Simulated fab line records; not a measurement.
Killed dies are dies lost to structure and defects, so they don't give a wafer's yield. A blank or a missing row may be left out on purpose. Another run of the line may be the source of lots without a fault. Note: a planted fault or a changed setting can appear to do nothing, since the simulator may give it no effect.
Matching of chambers    flow nandHarc    NHARC_P_GATE_STRIP_108 on rieDiel-11: 4 sister chambers
The step strips in O2. 22 wafers are shown with their chamber, then 11 later ones without.

== WAFERS WITH THEIR CHAMBER ==
wafer   chamber  drypumpMotorCurrentA (A)  rfVppV (V)  throttleValvePct (%)
L074.3  1        6.2                       59.7        17.028
L074.4  3        5.9                       55.9        17.029
L074.6  1        6.2                       58.5        17.030
L075.3  1        6.2                       59.0        17.042
L075.4  3        5.9                       57.3        17.024
L075.5  2        5.7                       58.9        17.042
L076.4  3        5.9                       57.0        17.039
L076.5  2        5.7                       58.7        17.058
L076.6  1        6.2                       58.3        17.041
L077.1  3        5.9                       58.4        17.031
L077.2  0        5.9                       57.7        17.043
L077.4  1        6.2                       57.7        17.026
L078.2  2        5.8                       58.4        17.033
L078.4  3        5.9                       57.2        17.029
L078.6  3        5.9                       56.8        17.029
L079.1  0        6.0                       57.5        17.045
L079.3  1        6.1                       58.3        17.046
L079.5  2        5.8                       59.5        17.039
L083.1  0        5.9                       58.5        17.039
L083.4  2        5.8                       58.2        17.029
L083.6  2        5.7                       58.2        17.037
L086.3  1        6.2                       58.6        17.044

SIGNATURES (averages over the wafers above)
reading               chamber 0  chamber 1  chamber 2  chamber 3  scatter within a chamber
drypumpMotorCurrentA  5.933      6.186      5.750      5.900      0.041
rfVppV                57.900     58.586     58.650     57.100     0.644
throttleValvePct      17.04233   17.03671   17.03967   17.03017   0.0077
Rule: distance of a wafer from a chamber = root of the sum over the readings of ((wafer's reading minus chamber's mean) / reading's scatter) squared. The wafer belongs to the nearest chamber; if the next one is less than 2 further off, it can't be placed. How the scatter is found: for the shown wafers, subtract from each reading the mean of its chamber, square and add these, divide the total by (wafers less chambers), then take the root.

== WAFERS WITH NO CHAMBER GIVEN ==
wafer   drypumpMotorCurrentA (A)  rfVppV (V)  throttleValvePct (%)
L086.4  5.8                       58.3        17.032
L086.6  5.8                       59.2        17.021
L089.2  6.0                       59.9        17.019
L089.3  6.2                       58.1        17.046
L089.5  5.8                       58.1        17.037
L092.4  5.9                       56.8        17.037
L092.5  6.0                       57.6        17.042
L092.6  5.9                       58.6        17.063
L095.1  6.2                       57.1        17.036
L095.2  6.0                       58.2        17.029
L095.6  6.0                       57.3        17.064

== WHICH CHAMBER EACH WENT THROUGH ==
wafer   from the rows above           in truth
L086.4  can't be placed: 2 or 3 or 0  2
L086.6  can't be placed: 2 or 3 or 0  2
L089.2  can't be placed: 0 or 3 or 1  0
L089.3  1                             1
L089.5  can't be placed: 2 or 3 or 0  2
L092.4  can't be placed: 3 or 0       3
L092.5  can't be placed: 0 or 3       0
L092.6  can't be placed: 0 or 2 or 3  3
L095.1  1                             1
L095.2  can't be placed: 0 or 3       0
L095.6  can't be placed: 0 or 3       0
Correct placement for 2 of the 11. Cannot be placed on the basis of these rows: 9; the candidates contain the true chamber in 9. 0 placed wrongly.
